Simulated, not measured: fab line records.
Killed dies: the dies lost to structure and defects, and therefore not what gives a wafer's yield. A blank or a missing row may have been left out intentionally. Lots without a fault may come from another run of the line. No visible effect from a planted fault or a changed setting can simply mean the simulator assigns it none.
Matching of chambers ; flow nandHarc ; cmp-02 running NHARC_THIN_TSV_CMP_21: 4 sister chambers
The step polishes, t overpolish 30 s, target thk 2000 nm. 4 wafers are shown with their chamber, then 8 later ones without.

== WAFERS WITH THEIR CHAMBER ==
wafer;chamber;motorCurrentA (A)
L876.4;2;11.5
L877.1;1;12.1
L877.4;3;12.6
L880.2;0;12.9

== WAFERS MISSING THEIR CHAMBER ==
wafer;motorCurrentA (A)
L880.3;12.2
L880.6;11.9
L882.2;10.9
L882.4;12.2
L882.5;12.5
L884.1;11.4
L884.3;12.2
L884.5;12.1

== THE CHAMBER EACH PASSED THROUGH ==
wafer;from the rows above;in truth
L880.3;can't be placed: 1 or 3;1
L880.6;can't be placed: 1 or 2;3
L882.2;2;2
L882.4;can't be placed: 1 or 3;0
L882.5;can't be placed: 3 or 0 or 1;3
L884.1;2;2
L884.3;can't be placed: 1 or 3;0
L884.5;1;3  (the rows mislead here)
Placed correctly: 2 of 8. Not placeable from these rows: 5 (in 2, the candidates include the true chamber). Number placed wrongly: 1.
How it was worked out, from the rows above alone: a wafer's distance from a chamber is the root of the sum, over the readings, of the square of ((its reading less the chamber's mean) divided by the reading's scatter). If the next closest chamber is less than 2 further off than the closest, the wafer can't be placed; otherwise it belongs to the closest. The mean given for a chamber averages the wafers shown for that chamber. The scatter (one wafer shown for each chamber): square how far every hidden wafer sits from the nearest shown wafer, average those squares and take the square root.
